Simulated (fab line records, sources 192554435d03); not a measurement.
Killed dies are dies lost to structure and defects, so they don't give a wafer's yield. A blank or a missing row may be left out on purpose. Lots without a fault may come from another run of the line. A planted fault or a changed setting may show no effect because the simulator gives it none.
Which tool did it? | flow n5_finfet | 24 lots, 72 wafers sampled, at 5 steps of a route of 1938

WHAT THE GAUGES READ, wafer by wafer
N5_BEOL_M8_CD_MEAS_11: target cd 38.5 nm. Usual: cd_nm 38.5 nm, standard deviation 0.37.
lot  | measured     | on        | cd_nm (nm)     | flag
L074 | day 9 12:59  | cd_sem-03 | 38.7 38.8 38.8 |
L075 | day 9 15:35  | cd_sem-03 | 38.3 38.0 38.8 |
L076 | day 9 19:35  | cd_sem-02 | 38.3 37.6 37.8 |
L078 | day 9 23:43  | cd_sem-02 | 38.4 38.1 38.2 |
L077 | day 10 03:52 | cd_sem-02 | 38.8 38.6 38.2 |
L079 | day 10 20:52 | cd_sem-03 | 38.2 37.9 37.8 |
L080 | day 11 08:23 | cd_sem-03 | 38.7 38.8 38.9 |
L081 | day 11 13:15 | cd_sem-02 | 38.9 38.7 38.8 |
L087 | day 12 14:51 | cd_sem-03 | 39.2 38.9 38.5 |
L083 | day 12 15:20 | cd_sem-02 | 38.3 38.5 38.5 |
L084 | day 12 15:30 | cd_sem-01 | 38.5 38.6 38.5 |
L086 | day 12 19:08 | cd_sem-02 | 38.2 39.5 38.7 |
L082 | day 12 19:18 | cd_sem-02 | 38.9 38.0 38.8 |
L085 | day 13 08:52 | cd_sem-02 | 38.4 38.1 38.1 |
L088 | day 13 12:44 | cd_sem-01 | 38.2 38.3 38.4 |
L089 | day 14 03:17 | cd_sem-02 | 38.7 39.0 39.0 |
L090 | day 14 06:40 | cd_sem-01 | 38.7 38.6 38.7 |
L091 | day 14 06:56 | cd_sem-01 | 38.1 38.5 37.8 |
L092 | day 14 14:24 | cd_sem-02 | 38.7 38.3 38.6 |
L093 | day 14 14:41 | cd_sem-03 | 38.9 38.8 38.8 |
L094 | day 14 17:35 | cd_sem-03 | 38.7 38.5 38.5 |
L095 | day 14 21:36 | cd_sem-01 | 38.4 38.4 39.0 |
L096 | day 15 02:21 | cd_sem-03 | 38.3 38.4 38.4 |
L097 | day 16 01:05 | cd_sem-03 | 38.8 37.8 39.1 |

N5_BEOL_M8_INSPECT_30: inspects for defects (brightfield). Usual: raw_defect_count 409, standard deviation 97.
lot  | measured     | on                | raw_defect_count | flag
L074 | day 9 14:05  | defect_inspect-02 | 503 558 684      |
L075 | day 9 16:42  | defect_inspect-01 | 461 757 585      |
L076 | day 9 23:02  | defect_inspect-02 | 489 412 379      |
L078 | day 10 02:12 | defect_inspect-01 | 473 360 478      |
L077 | day 10 05:20 | defect_inspect-02 | 265 487 362      |
L079 | day 11 00:02 | defect_inspect-02 | 455 356 497      |
L080 | day 11 09:28 | defect_inspect-01 | 249 277 224      |
L081 | day 11 16:20 | defect_inspect-01 | 710 597 513      |
L087 | day 12 18:08 | defect_inspect-01 | 357 503 457      |
L083 | day 12 18:05 | defect_inspect-02 | 455 415 351      |
L084 | day 12 18:10 | defect_inspect-01 | 252 335 317      |
L086 | day 12 21:11 | defect_inspect-01 | 503 455 408      |
L082 | day 12 21:24 | defect_inspect-02 | 396 629 559      |
L085 | day 13 12:38 | defect_inspect-01 | 242 285 310      |
L088 | day 13 14:16 | defect_inspect-02 | 482 379 426      |
L089 | day 14 05:33 | defect_inspect-01 | 395 438 417      |
L090 | day 14 09:38 | defect_inspect-01 | 344 343 452      |
L091 | day 14 09:48 | defect_inspect-01 | 341 288 403      |
L092 | day 14 15:50 | defect_inspect-02 | 306 444 387      |
L093 | day 14 16:01 | defect_inspect-01 | 288 295 330      |
L094 | day 14 20:02 | defect_inspect-01 | 360 362 331      |
L095 | day 14 22:37 | defect_inspect-02 | 367 346 341      |
L096 | day 15 07:26 | defect_inspect-01 | 430 482 452      |
L097 | day 16 03:44 | defect_inspect-01 | 449 277 296      |

N5_BEOL_M8_OCD_MEAS_38. Usual: trench_depth_nm 93.3 nm, standard deviation 1.1.
lot  | measured     | on     | trench_depth_nm (nm) | flag
L074 | day 9 14:34  | ocd-02 | 93.3 93.1 92.2       |
L075 | day 9 17:10  | ocd-01 | 92.4 92.7 92.1       |
L076 | day 9 23:30  | ocd-02 | 92.7 91.5 91.1       |
L078 | day 10 02:40 | ocd-01 | 94.6 93.6 94.2       |
L077 | day 10 05:59 | ocd-01 | 92.6 93.7 91.5       |
L079 | day 11 00:30 | ocd-02 | 94.1 92.8 93.7       |
L080 | day 11 10:25 | ocd-02 | 92.6 93.1 94.3       |
L081 | day 11 16:58 | ocd-02 | 95.4 95.1 94.4       |
L087 | day 12 19:09 | ocd-01 | 93.6 91.5 92.5       |
L083 | day 12 19:09 | ocd-02 | 94.5 93.2 94.9       |
L084 | day 12 19:11 | ocd-02 | 95.0 94.1 93.9       |
L086 | day 12 21:55 | ocd-01 | 94.3 93.0 95.2       |
L082 | day 12 22:19 | ocd-02 | 93.9 95.3 93.2       |
L085 | day 13 13:08 | ocd-02 | 94.8 94.7 93.3       |
L088 | day 13 14:47 | ocd-01 | 93.2 94.1 93.8       |
L089 | day 14 06:01 | ocd-01 | 91.0 92.0 91.3       |
L090 | day 14 10:38 | ocd-01 | 92.3 92.9 91.8       |
L091 | day 14 10:49 | ocd-01 | 95.5 94.9 92.8       |
L092 | day 14 16:18 | ocd-01 | 93.2 94.5 92.3       |
L093 | day 14 16:46 | ocd-02 | 92.9 92.6 92.7       |
L094 | day 14 20:41 | ocd-01 | 93.1 92.6 91.9       |
L095 | day 14 23:05 | ocd-02 | 92.2 93.1 93.2       |
L096 | day 15 08:13 | ocd-01 | 92.1 93.1 92.7       |
L097 | day 16 04:12 | ocd-02 | 93.3 93.2 92.0       |

N5_BEOL_M8_INSPECT_58: inspects for defects (darkfield). Usual: raw_defect_count 68, standard deviation 21.
lot  | measured     | on                | raw_defect_count | flag
L074 | day 9 17:19  | defect_inspect-02 | 66 90 74         |
L075 | day 9 20:28  | defect_inspect-02 | 68 103 127       |
L076 | day 10 02:40 | defect_inspect-01 | 30 33 50         |
L078 | day 10 04:52 | defect_inspect-02 | 108 82 69        |
L077 | day 10 08:56 | defect_inspect-01 | 88 68 56         |
L079 | day 11 03:30 | defect_inspect-02 | 58 53 50         |
L080 | day 11 13:04 | defect_inspect-02 | 67 58 64         |
L081 | day 11 19:36 | defect_inspect-01 | 46 64 82         |
L087 | day 12 22:10 | defect_inspect-02 | 82 59 70         |
L083 | day 12 22:26 | defect_inspect-02 | 61 38 56         |
L084 | day 12 22:22 | defect_inspect-02 | 99 64 83         |
L086 | day 13 00:34 | defect_inspect-01 | 41 55 58         |
L082 | day 13 00:51 | defect_inspect-01 | 61 58 77         |
L085 | day 13 16:17 | defect_inspect-01 | 87 76 68         |
L088 | day 13 18:47 | defect_inspect-02 | 65 58 141        |
L089 | day 14 08:30 | defect_inspect-01 | 64 73 89         |
L090 | day 14 14:22 | defect_inspect-01 | 58 71 42         |
L091 | day 14 14:37 | defect_inspect-01 | 48 59 67         |
L092 | day 14 19:28 | defect_inspect-01 | 111 61 71        |
L093 | day 14 20:02 | defect_inspect-01 | 60 54 63         |
L094 | day 14 23:41 | defect_inspect-01 | 46 65 55         |
L095 | day 15 03:22 | defect_inspect-01 | 84 75 98         |
L096 | day 15 10:47 | defect_inspect-01 | 69 90 81         |
L097 | day 16 07:04 | defect_inspect-01 | 73 63 92         |

WHICH TOOL RAN EACH LOT (tool, then ch and the chambers of the sampled wafers, then the start)
lot  | N5_BEOL_M8_ANNEAL_51
L074 | rtp_anneal-02 ch 0, day 9 16:38
L075 | rtp_anneal-01 ch 0, day 9 19:45
L076 | rtp_anneal-01 ch 0, day 10 01:55
L078 | rtp_anneal-02 ch 0, day 10 04:07
L077 | rtp_anneal-01 ch 0, day 10 08:11
L079 | rtp_anneal-01 ch 0, day 11 02:45
L080 | rtp_anneal-01 ch 0, day 11 12:19
L081 | rtp_anneal-01 ch 0, day 11 18:52
L087 | rtp_anneal-01 ch 0, day 12 21:31
L083 | rtp_anneal-01 ch 0, day 12 21:44
L084 | rtp_anneal-02 ch 0, day 12 21:43
L086 | rtp_anneal-02 ch 0, day 12 23:56
L082 | rtp_anneal-02 ch 0, day 13 00:13
L085 | rtp_anneal-01 ch 0, day 13 15:35
L088 | rtp_anneal-01 ch 0, day 13 18:02
L089 | rtp_anneal-02 ch 0, day 14 07:44
L090 | rtp_anneal-02 ch 0, day 14 13:35
L091 | rtp_anneal-02 ch 0, day 14 13:52
L092 | rtp_anneal-01 ch 0, day 14 18:52
L093 | rtp_anneal-01 ch 0, day 14 19:16
L094 | rtp_anneal-02 ch 0, day 14 22:59
L095 | rtp_anneal-02 ch 0, day 15 02:39
L096 | rtp_anneal-02 ch 0, day 15 10:01
L097 | rtp_anneal-01 ch 0, day 16 06:18
- N5_BEOL_M8_ANNEAL_51: time 90 s.

WHAT THE TOOLS THEMSELVES READ (means of the sampled wafers that have a number; where no wafer has one, the mark that the record gives instead)
N5_BEOL_M8_ANNEAL_51. Usual: anneal_temp_c_max 225.82, standard deviation 0.2; wafer_temp_C_max 225.83, standard deviation 0.24.
lot  | tool          | anneal_temp_c_max | wafer_temp_C_max | flag
L074 | rtp_anneal-02 | 225.79            | 226.03           |
L075 | rtp_anneal-01 | 225.95            | 225.77           |
L076 | rtp_anneal-01 | 226.11            | 225.71           |
L078 | rtp_anneal-02 | 225.66            | 226.21           |
L077 | rtp_anneal-01 | 225.72            | 225.58           |
L079 | rtp_anneal-01 | 226.01            | 225.65           |
L080 | rtp_anneal-01 | 226.15            | 225.73           |
L081 | rtp_anneal-01 | 225.75            | 225.82           |
L087 | rtp_anneal-01 | 226.06            | 225.75           |
L083 | rtp_anneal-01 | 225.78            | 225.71           |
L084 | rtp_anneal-02 | 225.67            | 226.14           |
L086 | rtp_anneal-02 | 225.63            | 225.77           |
L082 | rtp_anneal-02 | 225.70            | 225.81           |
L085 | rtp_anneal-01 | 225.90            | 225.77           |
L088 | rtp_anneal-01 | 225.88            | 225.69           |
L089 | rtp_anneal-02 | 225.83            | 226.06           |
L090 | rtp_anneal-02 | 225.53            | 225.92           |
L091 | rtp_anneal-02 | 225.89            | 225.97           |
L092 | rtp_anneal-01 | 225.80            | 225.67           |
L093 | rtp_anneal-01 | 225.74            | 225.68           |
L094 | rtp_anneal-02 | 225.73            | 225.79           |
L095 | rtp_anneal-02 | 225.86            | 225.90           |
L096 | rtp_anneal-02 | 225.72            | 226.14           |
L097 | rtp_anneal-01 | 225.83            | 225.75           |

THE ANSWER, worked out from the rows above alone
Rule: a lot is off if the mean of its wafers that have a number lies more than 3 standard deviations from the usual mean. A lot without any number at a reading at which 4 lots or more have one is off too. The other lots that the step has rows for count as sound. The gauges are gone through in route order, then the tools' own readings, and for those a lot's mean is taken as printed above. The first step at which some lot is off is used, and at that step the reading that is off furthest; a lot without a number counts as furthest.
No lot is off at any reading shown: from this, nothing can be told.

WHAT THE SIMULATOR HAD PUT IN
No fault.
